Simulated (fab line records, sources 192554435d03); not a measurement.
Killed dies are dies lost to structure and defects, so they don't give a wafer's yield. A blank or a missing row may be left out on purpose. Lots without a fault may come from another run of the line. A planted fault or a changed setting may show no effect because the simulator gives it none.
Chamber matching | flow n5_finfet | N5_BEOL_M6_ETCH_72 on rie_diel-05: 4 sister chambers
The step etches underlayer in N2/H2, target depth 6.5 nm, time 5.2 s. 4 wafers are shown with their chamber, then 12 later ones without.

WAFERS WITH THEIR CHAMBER
wafer  | chamber | drypump_motor_current_A (A)
L080.4 | 2       | 5.6
L083.4 | 0       | 5.3
L083.5 | 3       | 6.7
L083.6 | 1       | 6.0

WAFERS WITHOUT THEIR CHAMBER
wafer  | drypump_motor_current_A (A)
L082.2 | 6.7
L082.5 | 6.7
L082.6 | 5.3
L092.2 | 5.3
L092.4 | 6.7
L092.5 | 6.7
L094.3 | 5.3
L094.4 | 5.2
L094.6 | 6.0
L096.2 | 6.0
L096.3 | 5.2
L096.5 | 5.6

WHICH CHAMBER EACH WENT THROUGH
wafer  | from the rows above | in truth
L082.2 | 3                   | 3
L082.5 | 3                   | 3
L082.6 | 0                   | 0
L092.2 | 0                   | 0
L092.4 | 3                   | 3
L092.5 | 3                   | 3
L094.3 | 0                   | 0
L094.4 | 0                   | 0
L094.6 | 1                   | 1
L096.2 | 1                   | 1
L096.3 | 0                   | 0
L096.5 | 2                   | 2
Placed correctly: 12 of 12. Can't be placed from these rows: 0. Placed wrongly: 0.
How it was worked out, from the rows above alone: a wafer's distance from a chamber is the root of the sum, over the readings, of the square of ((its reading less the chamber's mean) divided by the reading's scatter). The wafer belongs to the nearest chamber; if the next one is less than 2 further off, it can't be placed. A chamber's mean is the mean of its shown wafers. The scatter: with one shown wafer a chamber, the root of the mean of the squares of how far each hidden wafer lies from its nearest shown one.
